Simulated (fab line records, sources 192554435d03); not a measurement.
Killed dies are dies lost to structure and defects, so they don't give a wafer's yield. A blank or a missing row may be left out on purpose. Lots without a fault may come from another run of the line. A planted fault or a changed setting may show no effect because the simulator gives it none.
fab line records | flow n5_finfet
record lots=24 wafers=72 last_day=18
route steps=1938 shown BEOL_M7@1323 BEOL_M8@1346
lots that met no fault: from a run of the same line without faults
start_h: hours from the record's first day to the start of the lot's first wafer shown | wait_h: hours since the lot's step before | " the same as in the row above | L1.1+2: a row that stands for several wafers | - no value, or no start given | * or withheld: withheld | < > ~ a bound
route shown NAME@n: a module of which the file shows steps, and the number in the route of the first | usual: mean/standard deviation of fault-free wafers | same: alike in all rows | chamber/n: place in a boat | sites: the reading at each site | _std_site: their standard deviation | _edge_site: outer sites' mean less inner sites' | radius_mm: how far each site lies from the wafer's centre | mask NAME#n: copy n | behind: the tool/chamber that last shaped the wafer | hold: why the lot was held/for how many hours/how that ended | device: the transistor (n, p or np) that didn't switch | end of line: the same wafers' tests at the end of the route | a step without rows: its recipe alone | killed: dies lost to structure and defects at the first sort, not the wafer's yield | map: a wafer's dies, x killed, . not, _ none there
set.NAME: the setting as run; set.NAME@STEP: as run at that earlier step | model.NAME: the simulator's own value behind a step, which no gauge read
steps of the route over a sample of lots; a table a step, a row a wafer
services: from which hour (start_h, from the record's first day; less than 0 if before it) a tool's chamber was out of use, for how many hours, and why
## steps
# step N5_BEOL_M7_SPUTTER_48
# recipe material=Cu target_thk_a=100 temp_c=-20 bias_v=60 power_w=26000 chamber_pressure_pa=0.13 time_s=1.667
# usual throttle_valve_pct=30.0/1.4
# columns lot.wafer tool chamber start_h wait_h throttle_valve_pct
L074.3 pvd_sputter-02 - 195.71 0.5 30.2
L074.4 " - " " 30.1
L074.5 " - " " 32.1
L075.1 pvd_sputter-03 - 217.86 0.1 28.8
L075.2 " - " " 29.6
L075.5 " - " " 31.9
L076.2 pvd_sputter-01 - 222.74 0.3 27.7
L076.3 " - " " 28.6
L076.4 " - " " 31.5
L077.1 pvd_sputter-01 - 230.84 0.1 31.4
L077.3 " - " " 28.1
L077.4 " - " " 27.6
L078.1 pvd_sputter-01 - 236.69 0.2 28.2
L078.2 " - " " 28.9
L078.5 " - " " 31.2
L079.2 pvd_sputter-03 - 243.85 0.3 29.7
L079.4 " - " " 29.0
L079.6 " - " " 29.3
L080.1 pvd_sputter-01 - 255.52 0.5 28.6
L080.2 " - " " 27.4
L080.4 " - " " 29.1
L081.1 pvd_sputter-03 - 256.70 1.1 32.1
L081.3 " - " " 29.4
L081.6 " - " " 28.8
L083.1 pvd_sputter-02 - 258.19 0.1 32.2
L083.3 " - " " 30.6
L083.4 " - " " 30.5
L082.1 pvd_sputter-02 - 264.21 0.2 30.7
L082.3 " - " " 29.8
L082.5 " - " " 29.9
L084.1 pvd_sputter-02 - 264.57 0.1 30.0
L084.3 " - " " 30.1
L084.6 " - " " 30.0
L085.3 pvd_sputter-02 - 274.80 0.1 30.5
L085.4 " - " " 30.4
L085.5 " - " " 32.0
L086.4 pvd_sputter-02 - 275.26 0.0 29.9
L086.5 " - " " 32.0
L086.6 " - " " 30.5
L088.2 pvd_sputter-02 - 296.79 0.1 32.4
L088.4 " - " " 30.4
L088.5 " - " " 30.0
L087.1 pvd_sputter-02 - 306.95 0.1 30.5
L087.2 " - " " 32.6
L087.5 " - " " 29.8
L089.1 pvd_sputter-02 - 307.35 0.4 30.2
L089.5 " - " " 32.1
L089.6 " - " " 30.3
L091.2 pvd_sputter-03 - 312.90 0.1 29.4
L091.3 " - " " 29.2
L091.6 " - " " 31.9
L090.1 pvd_sputter-03 - 313.44 0.1 32.1
L090.2 " - " " 28.9
L090.5 " - " " 29.0
L092.1 pvd_sputter-03 - 333.92 0.1 32.3
L092.3 " - " " 28.8
L092.4 " - " " 29.3
L095.2 pvd_sputter-01 - 339.23 0.1 27.5
L095.3 " - " " 29.1
L095.5 " - " " 28.4
L094.1 pvd_sputter-02 - 339.51 0.1 29.9
L094.2 " - " " 30.4
L094.6 " - " " 30.2
L093.3 pvd_sputter-01 - 339.97 0.1 31.3
L093.5 " - " " 28.2
L093.6 " - " " 29.2
L096.1 pvd_sputter-01 - 342.43 0.1 27.6
L096.2 " - " " 31.4
L096.4 " - " " 28.3
L097.1 pvd_sputter-01 - 368.79 0.1 31.3
L097.4 " - " " 29.1
L097.6 " - " " 29.3
# step N5_BEOL_M8_OVL_MEAS_12
# recipe points_per_wafer=44
# usual M8_OVL=-0.4/0.87
# columns lot.wafer tool chamber start_h wait_h M8_OVL[nm]
L074.3 overlay-02 0 199.83 0.0 -1.2
L074.4 " 0 " " -1.5
L074.5 " 0 " " -0.1
L075.1 overlay-01 0 221.23 0.0 -0.2
L075.2 " 0 " " -0.9
L075.5 " 0 " " 0.7
L076.2 overlay-02 0 225.95 0.0 0.0
L076.3 " 0 " " 2.0
L076.4 " 0 " " 0.1
L077.1 overlay-02 0 234.45 0.0 -1.4
L077.3 " 0 " " -1.3
L077.4 " 0 " " -1.0
L078.1 overlay-02 0 239.68 0.0 0.7
L078.2 " 0 " " 0.1
L078.5 " 0 " " 0.0
L079.2 overlay-02 0 247.74 0.0 -0.8
L079.4 " 0 " " -1.7
L079.6 " 0 " " -1.6
L080.1 overlay-02 0 260.81 0.0 -0.6
L080.2 " 0 " " 0.4
L080.4 " 0 " " 1.0
L081.1 overlay-02 0 261.41 0.0 1.2
L081.3 " 0 " " -0.7
L081.6 " 0 " " -0.6
L083.1 overlay-02 0 261.58 0.0 0.7
L083.3 " 0 " " 0.5
L083.4 " 0 " " 1.0
L082.1 overlay-02 0 267.94 0.0 -1.6
L082.3 " 0 " " -0.1
L082.5 " 0 " " -0.8
L084.1 overlay-01 0 268.12 0.0 -0.4
L084.3 " 0 " " -0.8
L084.6 " 0 " " -0.5
L085.3 overlay-02 0 279.53 0.0 -1.3
L085.4 " 0 " " -1.9
L085.5 " 0 " " -0.5
L086.4 overlay-01 0 279.69 0.0 -0.3
L086.5 " 0 " " 0.2
L086.6 " 0 " " -0.5
L088.2 overlay-02 0 300.61 0.0 0.5
L088.4 " 0 " " 0.8
L088.5 " 0 " " 0.7
L087.1 overlay-02 0 310.37 0.0 -1.2
L087.2 " 0 " " 0.2
L087.5 " 0 " " -0.5
L089.1 overlay-02 0 312.88 0.0 -1.2
L089.5 " 0 " " -1.6
L089.6 " 0 " " -0.9
L091.2 overlay-02 0 315.97 0.0 -0.3
L091.3 " 0 " " -0.5
L091.6 " 0 " " -1.0
L090.1 overlay-01 0 316.25 0.0 -1.1
L090.2 " 0 " " 0.0
L090.5 " 0 " " -1.4
L092.1 overlay-01 0 336.14 0.0 -0.4
L092.3 " 0 " " -1.4
L092.4 " 0 " " -1.1
L095.2 overlay-01 0 342.70 0.0 0.7
L095.3 " 0 " " 0.5
L095.5 " 0 " " 0.4
L094.1 overlay-01 0 342.94 0.0 -1.9
L094.2 " 0 " " -0.9
L094.6 " 0 " " -1.0
L093.3 overlay-01 0 343.12 0.0 0.3
L093.5 " 0 " " 0.8
L093.6 " 0 " " -0.6
L096.1 overlay-02 0 346.93 0.0 -0.6
L096.2 " 0 " " -0.5
L096.4 " 0 " " 0.1
L097.1 overlay-02 0 372.95 0.0 -0.5
L097.4 " 0 " " -0.8
L097.6 " 0 " " -1.1
# step N5_BEOL_M8_ETCH_62
# recipe chemistry=N2/H2 target=SOC target_depth_a=1100 overetch_a=220 mask_material=SiARC temp_c=40 time_s=165 ion_energy_ev=200 pressure_mtorr=30 source_w=840 bias_w=150 n2_flow_sccm=200 h2_flow_sccm=200
# usual drypump_motor_current_A=5.8/0.36 n2_flow_sccm=200.0/0.58 oes_product_au=0.69/0.076 rf_fwd_power_W=837.6/3 rf_vpp_V=524/3.9 showerhead_plenum_p_Torr=2.55/0.13 throttle_valve_pct=17.79/0.29
# columns lot.wafer tool chamber start_h wait_h drypump_motor_current_A n2_flow_sccm oes_product_au rf_fwd_power_W rf_hours_counter_h rf_vpp_V showerhead_plenum_p_Torr throttle_valve_pct
L074.3 rie_diel-05 1 200.26 0.0 5.9 200.4 0.59 834.1 204 520 2.41 17.55
L074.4 " 0 " " 5.3 200.2 0.60 836.8 - 521 2.41 18.36
L074.5 " 1 " " 5.9 200.3 0.59 838.3 - 519 2.41 17.54
L075.1 rie_diel-03 0 221.38 0.0 5.6 199.5 0.59 837.9 244 523 2.50 17.80
L075.2 " 1 " " 5.9 200.5 0.76 832.7 29 524 2.60 18.08
L075.5 " 1 " " 5.9 200.8 0.76 836.4 - 525 2.60 18.08
L076.2 rie_diel-05 3 226.10 0.0 5.8 200.3 0.80 841.6 8 530 2.72 17.40
L076.3 " 0 " " 5.3 200.2 0.60 832.2 235 521 2.40 18.38
L076.4 " 1 " " 5.9 200.5 0.59 840.7 213 519 2.41 17.55
L077.1 rie_diel-06 2 234.66 0.0 6.3 199.7 0.79 836.9 23 523 2.50 17.66
L077.3 " 0 " " 5.8 199.4 0.68 838.9 125 522 2.45 17.73
L077.4 " 1 " " 5.4 199.4 0.72 839.6 58 529 2.69 17.82
L078.1 rie_diel-06 2 239.90 0.0 6.3 199.4 0.79 841.1 25 523 2.49 17.66
L078.2 " 3 " " 6.4 201.3 0.74 838.8 38 522 2.49 17.68
L078.5 " 2 " " 6.3 199.4 0.79 843.6 - 522 2.49 17.67
L079.2 rie_diel-05 2 247.89 0.0 5.4 199.8 0.76 838.8 25 528 2.70 17.56
L079.4 " 0 " " 5.3 199.9 0.59 832.8 243 520 2.40 18.40
L079.6 " 2 " " 5.4 199.6 0.77 835.2 - 529 2.70 17.56
L080.1 rie_diel-05 3 260.98 0.0 5.8 199.1 0.78 840.4 19 529 2.71 17.41
L080.2 " 1 " " 6.0 200.7 0.58 840.5 226 519 2.40 17.57
L080.4 " 0 " " 5.3 200.3 0.60 836.6 247 520 2.40 18.42
L081.1 rie_diel-03 3 261.76 0.0 6.1 198.8 0.64 839.7 140 526 2.66 18.03
L081.3 " 1 " " 5.9 200.5 0.74 838.1 43 525 2.59 18.10
L081.6 " 3 " " 6.2 199.5 0.64 835.6 - 527 2.66 18.06
L083.1 rie_diel-03 1 262.02 0.0 5.9 200.6 0.74 834.0 44 525 2.59 18.09
L083.3 " 3 " " 6.1 200.0 0.63 839.9 140 527 2.66 18.04
L083.4 " 2 " " 6.2 199.0 0.61 832.6 - 517 2.33 18.12
L082.1 rie_diel-05 1 268.55 0.0 6.0 199.4 0.58 839.0 229 521 2.40 17.56
L082.3 " 3 " " 5.8 199.7 0.77 840.6 23 528 2.71 17.41
L082.5 " 1 " " 6.0 200.3 0.58 837.0 - 520 2.40 17.59
L084.1 rie_diel-05 3 268.81 0.0 5.9 200.6 0.77 838.5 23 527 2.71 17.43
L084.3 " 1 " " 6.0 200.0 0.57 840.5 229 519 2.40 17.58
L084.6 " 1 " " 6.0 200.0 0.58 842.4 - 520 2.40 17.57
L085.3 rie_diel-05 3 279.92 0.0 5.9 200.4 0.76 837.8 29 529 2.71 17.43
L085.4 " 2 " " 5.4 200.1 0.74 838.8 - 528 2.70 17.58
L085.5 " 1 " " 5.9 200.1 0.58 837.8 - 519 2.40 17.58
L086.4 rie_diel-05 2 280.32 0.1 5.4 200.6 0.75 832.6 - 528 2.70 17.60
L086.5 " 1 " " 5.9 199.1 0.58 840.4 - 519 2.40 17.57
L086.6 " 3 " " 5.9 200.2 0.77 835.4 - 528 2.71 17.42
L088.2 rie_diel-05 3 301.49 0.0 5.8 200.4 0.75 837.7 36 528 2.70 17.45
L088.4 " 2 " " 5.4 199.3 0.74 839.9 47 528 2.69 17.59
L088.5 " 0 " " 5.3 200.4 0.81 832.9 - 530 2.72 17.96
L087.1 rie_diel-03 2 310.52 0.0 6.2 199.6 0.61 836.5 218 519 2.32 18.15
L087.2 " 0 " " 5.6 200.9 0.80 838.0 11 524 2.49 17.35
L087.5 " 1 " " 5.9 199.2 0.71 837.6 - 525 2.59 18.13
L089.1 rie_diel-03 0 313.09 0.0 5.6 200.4 0.79 836.5 12 523 2.49 17.36
L089.5 " 3 " " 6.1 200.8 0.62 842.5 - 527 2.65 18.08
L089.6 " 0 " " 5.6 200.7 0.79 842.9 - 523 2.49 17.36
L091.2 rie_diel-06 2 316.51 0.0 6.3 199.7 0.74 835.5 51 521 2.48 17.71
L091.3 " 0 " " 5.8 200.0 0.65 840.2 154 521 2.43 17.76
L091.6 " 2 " " 6.3 200.1 0.75 837.1 - 523 2.48 17.71
L090.1 rie_diel-03 3 316.57 0.0 6.2 199.6 0.62 841.2 157 527 2.65 18.07
L090.2 " 1 " " 5.9 200.7 0.72 837.9 65 525 2.59 18.14
L090.5 " 3 " " 6.2 199.9 0.62 836.3 - 527 2.65 18.08
L092.1 rie_diel-05 0 336.28 0.0 5.3 200.3 0.79 834.9 18 529 2.71 17.98
L092.3 " 2 " " 5.4 199.7 0.72 834.3 61 527 2.69 17.62
L092.4 " 3 " " 5.8 199.4 0.74 839.7 - 528 2.70 17.48
L095.2 rie_diel-03 0 342.85 0.0 5.5 200.0 0.78 837.6 23 522 2.49 17.37
L095.3 " 1 " " 5.9 199.3 0.70 836.9 75 525 2.58 18.15
L095.5 " 2 " " 6.2 200.1 0.60 834.4 - 518 2.31 18.19
L094.1 rie_diel-05 2 343.16 0.0 5.4 200.2 0.72 840.3 63 528 2.69 17.63
L094.2 " 3 " " 5.8 200.5 0.74 834.8 52 529 2.70 17.47
L094.6 " 0 " " 5.3 200.1 0.79 831.7 - 527 2.71 17.99
L093.3 rie_diel-06 3 343.30 0.0 6.4 198.8 0.70 841.5 69 521 2.48 17.74
L093.5 " 1 " " 5.4 199.1 0.68 839.4 - 528 2.67 17.88
L093.6 " 2 " " 6.3 200.2 0.74 839.0 - 522 2.48 17.72
L096.1 rie_diel-03 2 347.08 0.0 6.2 199.3 0.59 837.3 230 517 2.31 18.18
L096.2 " 0 " " 5.6 200.1 0.78 839.5 25 523 2.49 17.39
L096.4 " 3 " " 6.2 199.6 0.62 840.1 167 528 2.64 18.08
L097.1 rie_diel-06 2 373.10 0.0 6.3 200.1 0.73 837.7 70 522 2.48 17.73
L097.4 " 1 " " 5.4 200.0 0.67 830.1 107 528 2.67 17.88
L097.6 " 2 " " 6.3 199.8 0.72 840.2 - 521 2.47 17.73
# step N5_BEOL_M8_HM_OPEN_17
# recipe chemistry=Cl2/BCl3 target_depth_a=200 overetch_a=60 target=TiN mask_material=SOC ion_energy_ev=150 pressure_mtorr=10 icp_w=1000 bias_w=126 Cl2_flow_sccm=53.25 bcl3_flow_sccm=21.75 Ar_flow_sccm=25
# usual drypump_motor_current_A=5.88/0.24 oes_product_au=0.67/0.061 rf_fwd_power_W=992/3.1 throttle_valve_pct=22.05/0.23
# columns lot.wafer tool chamber start_h wait_h drypump_motor_current_A oes_product_au rf_fwd_power_W rf_hours_counter_h throttle_valve_pct
L074.3 rie_metal-03 1 200.48 0.1 6.01 0.78 990 - 22.18
L074.4 " 0 " " 5.80 0.72 990 - 21.68
L074.5 " 0 " " 5.82 0.72 991 - 21.67
L075.1 rie_metal-02 1 221.56 0.0 6.12 0.61 991 75 22.00
L075.2 " 0 " " 5.69 0.74 992 13 22.18
L075.5 " 0 " " 5.70 0.74 991 - 22.17
L076.2 rie_metal-01 1 226.29 0.0 6.13 0.65 993 50 22.40
L076.3 " 0 " " 5.44 0.60 994 - 21.98
L076.4 " 1 " " 6.15 0.65 997 - 22.38
L077.1 rie_metal-02 0 234.85 0.0 5.71 0.73 997 15 22.21
L077.3 " 1 " " 6.13 0.60 995 - 21.98
L077.4 " 0 " " 5.72 0.72 990 - 22.22
L078.1 rie_metal-01 1 240.09 0.0 6.16 0.64 992 51 22.39
L078.2 " 0 " " 5.41 0.59 995 77 22.03
L078.5 " 0 " " 5.43 0.59 991 - 22.02
L079.2 rie_metal-03 1 248.08 0.0 6.02 0.77 989 9 22.18
L079.4 " 1 " " 6.02 0.77 991 - 22.17
L079.6 " 1 " " 6.02 0.76 988 - 22.18
L080.1 rie_metal-01 1 261.16 0.0 6.13 0.64 994 53 22.37
L080.2 " 0 " " 5.44 0.59 999 78 22.01
L080.4 " 0 " " 5.41 0.59 994 - 22.01
L081.1 rie_metal-01 1 261.95 0.0 6.14 0.64 995 53 22.40
L081.3 " 1 " " 6.18 0.65 992 - 22.38
L081.6 " 0 " " 5.45 0.59 988 - 22.00
L083.1 rie_metal-02 0 262.21 0.0 5.68 0.73 995 18 22.18
L083.3 " 0 " " 5.67 0.72 995 - 22.19
L083.4 " 1 " " 6.13 0.60 992 - 22.00
L082.1 rie_metal-01 1 268.74 0.0 6.15 0.64 996 54 22.41
L082.3 " 1 " " 6.18 0.63 995 - 22.39
L082.5 " 0 " " 5.42 0.58 993 - 22.05
L084.1 rie_metal-03 1 268.99 0.0 6.01 0.75 993 11 22.18
L084.3 " 0 " " 5.80 0.70 993 - 21.67
L084.6 " 0 " " 5.83 0.70 989 - 21.68
L085.3 rie_metal-03 1 280.13 0.1 6.02 0.75 992 - 22.19
L085.4 " 0 " " 5.77 0.70 990 - 21.69
L085.5 " 1 " " 6.06 0.75 991 - 22.18
L086.4 rie_metal-03 0 280.47 0.1 5.79 0.70 990 - 21.67
L086.5 " 0 " " 5.80 0.70 987 - 21.67
L086.6 " 1 " " 6.04 0.77 990 - 22.16
L088.2 rie_metal-02 1 301.68 0.0 6.13 0.59 986 84 22.01
L088.4 " 1 " " 6.13 0.59 988 - 22.01
L088.5 " 1 " " 6.12 0.59 986 - 22.02
L087.1 rie_metal-03 1 310.70 0.0 6.02 0.73 990 15 22.20
L087.2 " 0 " " 5.80 0.68 998 31 21.71
L087.5 " 0 " " 5.79 0.68 998 - 21.70
L089.1 rie_metal-03 1 313.28 0.0 6.01 0.75 994 15 22.18
L089.5 " 0 " " 5.82 0.69 987 - 21.68
L089.6 " 1 " " 5.99 0.74 990 - 22.20
L091.2 rie_metal-02 0 316.70 0.0 5.66 0.70 990 23 22.22
L091.3 " 1 " " 6.11 0.58 990 - 22.03
L091.6 " 1 " " 6.12 0.58 987 - 22.03
L090.1 rie_metal-03 0 316.76 0.0 5.82 0.69 991 31 21.69
L090.2 " 1 " " 6.05 0.73 998 15 22.20
L090.5 " 0 " " 5.81 0.69 991 - 21.69
L092.1 rie_metal-02 0 336.47 0.0 5.63 0.70 995 26 22.23
L092.3 " 0 " " 5.66 0.69 997 - 22.23
L092.4 " 1 " " 6.13 0.58 985 - 22.02
L095.2 rie_metal-01 1 343.04 0.0 6.16 0.63 992 59 22.40
L095.3 " 0 " " 5.44 0.57 999 - 22.03
L095.5 " 1 " " 6.15 0.62 996 - 22.39
L094.1 rie_metal-03 0 343.35 0.0 5.79 0.68 993 33 21.72
L094.2 " 1 " " 6.03 0.72 989 17 22.22
L094.6 " 0 " " 5.83 0.67 992 - 21.72
L093.3 rie_metal-02 1 343.51 0.1 6.12 0.58 992 - 22.03
L093.5 " 1 " " 6.13 0.58 995 - 22.01
L093.6 " 0 " " 5.71 0.71 992 - 22.23
L096.1 rie_metal-03 1 347.26 0.0 6.03 0.73 999 17 22.22
L096.2 " 0 " " 5.81 0.67 994 34 21.71
L096.4 " 1 " " 6.05 0.73 996 - 22.20
L097.1 rie_metal-03 1 373.29 0.0 6.04 0.71 991 20 22.21
L097.4 " 0 " " 5.80 0.68 992 - 21.71
L097.6 " 0 " " 5.80 0.67 997 - 21.72
# step N5_BEOL_M8_STRIP_19
# recipe chemistry=O2 power_w=400 temp_c=40 pressure_mtorr=30 rf_frequency_hz=6e+07 bias_power_w=0 overash_fraction=0.2 o2_flow_sccm=225
# usual drypump_motor_current_A=5.9/0.36 oes_product_au=0.82/0.085 rf_vpp_V=3.7/0.59 showerhead_plenum_p_Torr=2.10/0.1 throttle_valve_pct=16.63/0.23
# columns lot.wafer tool chamber start_h wait_h drypump_motor_current_A oes_product_au rf_hours_counter_h rf_vpp_V showerhead_plenum_p_Torr throttle_valve_pct
L074.3 rie_diel-06 1 200.56 0.1 5.3 0.87 46 3.7 2.22 16.48
L074.4 " 0 " " 5.8 0.80 113 3.3 2.02 16.54
L074.5 " 2 " " 6.3 0.96 - 4.0 2.06 16.43
L075.1 rie_diel-05 3 221.76 0.2 5.8 0.97 6 3.6 2.23 16.28
L075.2 " 1 " " 5.9 0.69 211 3.7 1.98 16.42
L075.5 " 3 " " 5.8 0.95 - 4.1 2.23 16.25
L076.2 rie_diel-06 1 226.40 0.1 5.4 0.85 55 3.8 2.22 16.48
L076.3 " 2 " " 6.3 0.94 20 3.5 2.06 16.45
L076.4 " 3 " " 6.4 0.88 33 3.6 2.05 16.48
L077.1 rie_diel-06 0 234.96 0.1 5.8 0.79 125 2.8 2.02 16.58
L077.3 " 2 " " 6.3 0.94 23 3.4 2.06 16.46
L077.4 " 3 " " 6.4 0.88 36 4.1 2.05 16.45
L078.1 rie_diel-03 2 240.20 0.1 6.2 0.73 194 4.1 1.92 16.96
L078.2 " 1 " " 5.9 0.89 35 3.5 2.13 16.81
L078.5 " 3 " " 6.1 0.75 - 3.3 2.19 16.88
L079.2 rie_diel-05 2 248.19 0.1 5.4 0.91 25 4.8 2.24 16.46
L079.4 " 3 " " 5.8 0.93 16 4.7 2.23 16.29
L079.6 " 2 " " 5.4 0.91 - 2.6 2.24 16.45
L080.1 rie_diel-06 0 261.27 0.1 5.8 0.78 134 4.0 2.02 16.60
L080.2 " 2 " " 6.3 0.91 32 2.5 2.06 16.50
L080.4 " 3 " " 6.4 0.87 43 3.8 2.05 16.49
L081.1 rie_diel-03 3 262.19 0.2 6.1 0.75 140 3.9 2.18 16.92
L081.3 " 2 " " 6.2 0.73 203 3.6 1.91 17.00
L081.6 " 3 " " 6.2 0.75 - 4.0 2.18 16.92
L083.1 rie_diel-03 1 262.33 0.1 5.9 0.88 44 3.0 2.13 16.84
L083.3 " 3 " " 6.1 0.75 140 2.7 2.18 16.91
L083.4 " 2 " " 6.2 0.73 - 3.3 1.91 16.99
L082.1 rie_diel-05 1 268.97 0.2 6.0 0.67 229 3.2 1.98 16.46
L082.3 " 3 " " 5.8 0.91 23 3.8 2.23 16.31
L082.5 " 1 " " 5.9 0.67 - 3.8 1.98 16.47
L084.1 rie_diel-03 1 269.19 0.2 5.9 0.87 47 3.9 2.13 16.84
L084.3 " 3 " " 6.1 0.75 - 3.0 2.18 16.93
L084.6 " 3 " " 6.2 0.75 - 4.0 2.18 16.92
L085.3 rie_diel-06 2 280.22 0.1 6.3 0.90 40 4.3 2.05 16.50
L085.4 " 3 " " 6.5 0.86 50 4.4 2.05 16.48
L085.5 " 0 " " 5.8 0.78 - 3.2 2.01 16.62
L086.4 rie_diel-05 3 280.57 0.1 5.8 0.91 - 4.1 2.23 16.31
L086.5 " 2 " " 5.4 0.88 - 3.2 2.23 16.51
L086.6 " 1 " " 5.9 0.67 - 3.3 1.98 16.46
L088.2 rie_diel-03 0 301.86 0.2 5.6 0.96 8 4.2 2.06 16.25
L088.4 " 2 " " 6.1 0.72 216 5.1 1.91 17.01
L088.5 " 2 " " 6.1 0.72 - 3.0 1.91 17.03
L087.1 rie_diel-05 3 310.81 0.1 5.8 0.89 39 2.2 2.22 16.34
L087.2 " 0 " " 5.3 0.95 9 3.5 2.24 16.75
L087.5 " 2 " " 5.4 0.86 - 3.0 2.23 16.51
L089.1 rie_diel-05 0 313.58 0.3 5.3 0.95 10 4.7 2.24 16.79
L089.5 " 2 " " 5.4 0.87 - 4.1 2.23 16.54
L089.6 " 1 " " 6.0 0.66 - 3.3 1.97 16.49
L091.2 rie_diel-06 3 316.84 0.1 6.5 0.83 62 4.3 2.04 16.51
L091.3 " 2 " " 6.3 0.89 51 4.0 2.05 16.54
L091.6 " 0 " " 5.8 0.76 - 3.6 2.01 16.63
L090.1 rie_diel-06 2 316.88 0.1 6.3 0.89 51 3.8 2.05 16.53
L090.2 " 1 " " 5.4 0.83 87 4.2 2.20 16.57
L090.5 " 3 " " 6.5 0.84 - 2.9 2.04 16.51
L092.1 rie_diel-06 2 336.58 0.1 6.3 0.87 57 2.7 2.05 16.54
L092.3 " 1 " " 5.4 0.81 94 3.9 2.20 16.58
L092.4 " 0 " " 5.8 0.76 161 3.9 2.01 16.64
L095.2 rie_diel-03 1 343.15 0.1 5.9 0.84 76 4.2 2.12 16.90
L095.3 " 3 " " 6.2 0.72 166 3.3 2.17 16.96
L095.5 " 0 " " 5.5 0.93 - 3.7 2.06 16.28
L094.1 rie_diel-03 0 343.46 0.1 5.6 0.92 23 4.1 2.06 16.27
L094.2 " 3 " " 6.2 0.73 166 3.9 2.17 16.94
L094.6 " 2 " " 6.2 0.71 - 3.4 1.90 17.05
L093.3 rie_diel-03 2 343.59 0.1 6.1 0.70 229 2.7 1.91 17.02
L093.5 " 1 " " 5.9 0.83 - 4.4 2.12 16.91
L093.6 " 2 " " 6.2 0.70 - 3.4 1.90 17.03
L096.1 rie_diel-05 0 347.37 0.1 5.2 0.93 23 4.5 2.24 16.79
L096.2 " 3 " " 5.8 0.85 54 3.6 2.22 16.38
L096.4 " 3 " " 5.8 0.86 - 3.8 2.22 16.35
L097.1 rie_diel-06 3 373.40 0.1 6.4 0.82 82 3.9 2.04 16.55
L097.4 " 2 " " 6.3 0.88 70 4.0 2.04 16.57
L097.6 " 1 " " 5.4 0.80 - 4.0 2.20 16.60
# step N5_BEOL_M8_ANNEAL_51
# recipe temp_c=225 time_s=90 ambient=N2
# usual anneal_temp_c=224.99/0.15 wafer_temp_C_max=226.4/0.55
# columns lot.wafer tool chamber start_h wait_h anneal_temp_c wafer_temp_C_max
L074.3 rtp_anneal-02 0 206.21 0.1 224.98 225.9
L074.4 " 0 " " 225.07 226.3
L074.5 " 0 " " 224.85 225.9
L075.1 rtp_anneal-01 0 227.25 0.6 225.16 226.9
L075.2 " 0 " " 224.86 227.7
L075.5 " 0 " " 224.88 226.9
L076.2 rtp_anneal-01 0 231.61 0.6 225.00 227.7
L076.3 " 0 " " 224.89 227.0
L076.4 " 0 " " 225.02 226.4
L077.1 rtp_anneal-01 0 239.47 0.1 225.15 227.3
L077.3 " 0 " " 224.91 227.3
L077.4 " 0 " " 225.34 227.1
L078.1 rtp_anneal-02 0 244.59 0.7 224.92 225.8
L078.2 " 0 " " 225.20 225.9
L078.5 " 0 " " 225.11 225.7
L079.2 rtp_anneal-02 0 255.69 0.7 224.94 225.9
L079.4 " 0 " " 224.87 226.0
L079.6 " 0 " " 224.71 225.8
L080.1 rtp_anneal-01 0 264.59 0.2 224.56 226.7
L080.2 " 0 " " 224.84 226.5
L080.4 " 0 " " 224.95 226.5
L081.1 rtp_anneal-01 0 265.76 0.2 225.15 226.4
L081.3 " 0 " " 225.10 226.6
L081.6 " 0 " " 225.07 226.7
L083.1 rtp_anneal-01 0 266.43 0.2 224.88 227.4
L083.3 " 0 " " 225.00 226.9
L083.4 " 0 " " 224.82 226.9
L082.1 rtp_anneal-02 0 272.39 0.3 225.02 225.9
L082.3 " 0 " " 225.08 225.6
L082.5 " 0 " " 225.03 225.9
L084.1 rtp_anneal-01 0 272.79 0.1 224.64 227.0
L084.3 " 0 " " 224.86 226.7
L084.6 " 0 " " 224.91 226.4
L085.3 rtp_anneal-01 0 284.99 0.1 224.72 227.2
L085.4 " 0 " " 224.77 226.6
L085.5 " 0 " " 225.06 227.4
L086.4 rtp_anneal-01 0 285.55 0.2 224.95 226.5
L086.5 " 0 " " 224.90 226.6
L086.6 " 0 " " 224.90 227.2
L088.2 rtp_anneal-02 0 306.82 0.1 224.78 225.8
L088.4 " 0 " " 225.36 226.1
L088.5 " 0 " " 225.21 226.0
L087.1 rtp_anneal-01 0 314.59 0.7 225.38 226.3
L087.2 " 0 " " 224.97 226.4
L087.5 " 0 " " 225.05 226.5
L089.1 rtp_anneal-02 0 316.93 0.1 224.92 225.5
L089.5 " 0 " " 225.04 225.8
L089.6 " 0 " " 224.99 225.7
L090.1 rtp_anneal-02 0 320.55 0.1 224.84 225.9
L090.2 " 0 " " 224.77 226.1
L090.5 " 0 " " 224.86 225.9
L091.2 rtp_anneal-02 0 320.87 0.2 224.97 225.9
L091.3 " 0 " " 225.19 225.9
L091.6 " 0 " " 224.97 226.6
L092.1 rtp_anneal-01 0 339.94 0.2 224.97 227.3
L092.3 " 0 " " 225.12 226.5
L092.4 " 0 " " 224.86 226.4
L095.2 rtp_anneal-02 0 348.55 0.3 225.29 225.7
L095.3 " 0 " " 224.97 226.0
L095.5 " 0 " " 225.05 226.0
L093.3 rtp_anneal-01 0 348.89 0.4 224.96 227.6
L093.5 " 0 " " 225.00 226.3
L093.6 " 0 " " 225.03 227.0
L094.1 rtp_anneal-02 0 349.86 0.5 224.65 226.1
L094.2 " 0 " " 224.92 226.4
L094.6 " 0 " " 225.15 226.1
L096.1 rtp_anneal-01 0 351.74 0.1 225.14 226.6
L096.2 " 0 " " 225.28 226.6
L096.4 " 0 " " 224.97 226.4
L097.1 rtp_anneal-02 0 377.55 0.1 224.93 225.7
L097.4 " 0 " " 225.16 225.7
L097.6 " 0 " " 225.11 226.0
## services
# columns tool chamber start_h hours kind
rie_diel-05 2 178.77 4.2 repair
rie_diel-05 3 182.95 - clean
rie_diel-05 3 182.95 - consumable_replace:focus_ring
rie_diel-05 3 182.95 - consumable_replace:showerhead
rie_diel-05 3 182.95 21.1 scheduled_down
rie_diel-05 3 182.95 21.1 vent_cycle
rie_metal-02 - 196.03 2.8 pm
pvd_sputter-03 - 229.48 0.6 repair
rie_metal-03 - 232.10 2.8 pm
rie_diel-06 3 240.11 5.5 repair
rie_diel-03 0 255.88 1.4 repair
rie_diel-05 - 259.04 0.4 repair
rie_diel-03 2 267.03 4.8 repair
rie_diel-05 0 268.46 - clean
rie_diel-05 0 268.46 - consumable_replace:focus_ring
rie_diel-05 0 268.46 - consumable_replace:showerhead
rie_diel-05 0 268.46 14.5 scheduled_down
rie_diel-03 3 284.01 8.3 repair
rie_metal-01 - 286.48 15.6 pm
rtp_anneal-01 - 288.53 3.9 pm
rie_diel-06 0 342.72 16.7 repair
pvd_sputter-01 - 343.75 1.0 repair
rie_metal-02 - 367.95 0.5 repair
rie_metal-02 0 376.67 4.1 repair
## key
fault none
